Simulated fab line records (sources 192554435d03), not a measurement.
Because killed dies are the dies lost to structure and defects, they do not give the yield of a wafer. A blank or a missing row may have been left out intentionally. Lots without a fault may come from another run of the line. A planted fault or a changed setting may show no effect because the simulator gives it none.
Matching of chambers | flow n5Finfet | rieDiel-01 running N5_FIN_CUT_ETCH_20: 4 sister chambers
The step etches SiARC in CF4, target depth 26 nm, time 43.3 s. 4 wafers are shown with their chamber, then 10 later ones without.

EACH WAFER AND ITS CHAMBER
wafer  | chamber | showerheadPlenumPTorr (Torr)
L090.4 | 2       | 2.05
L090.5 | 3       | 2.03
L094.2 | 0       | 2.18
L094.4 | 1       | 2.21

WAFERS MISSING THEIR CHAMBER
wafer  | showerheadPlenumPTorr (Torr)
L094.5 | 2.05
L095.2 | 2.03
L095.3 | 2.05
L095.4 | 2.21
L096.2 | 2.17
L096.3 | 2.05
L096.6 | 2.05
L097.2 | 2.21
L097.4 | 2.17
L097.6 | 2.03

EACH ONE'S CHAMBER
wafer  | from the rows above | in truth
L094.5 | 2                   | 2
L095.2 | 3                   | 3
L095.3 | 2                   | 2
L095.4 | 1                   | 1
L096.2 | 0                   | 0
L096.3 | 2                   | 2
L096.6 | 2                   | 2
L097.2 | 1                   | 1
L097.4 | 0                   | 0
L097.6 | 3                   | 3
Correct placement for 10 of the 10. Not placeable from these rows: 0. Wrongly placed: 0.
How it was worked out, from the rows above alone: a wafer's distance from a chamber is the root of the sum, over the readings, of the square of ((its reading less the chamber's mean) divided by the reading's scatter). The wafer belongs to the nearest chamber; if the next one is less than 2 further off, it can't be placed. A chamber's mean is the mean of its shown wafers. The scatter: root of mean squared gap, hidden wafer to nearest shown wafer, with one shown wafer a chamber.
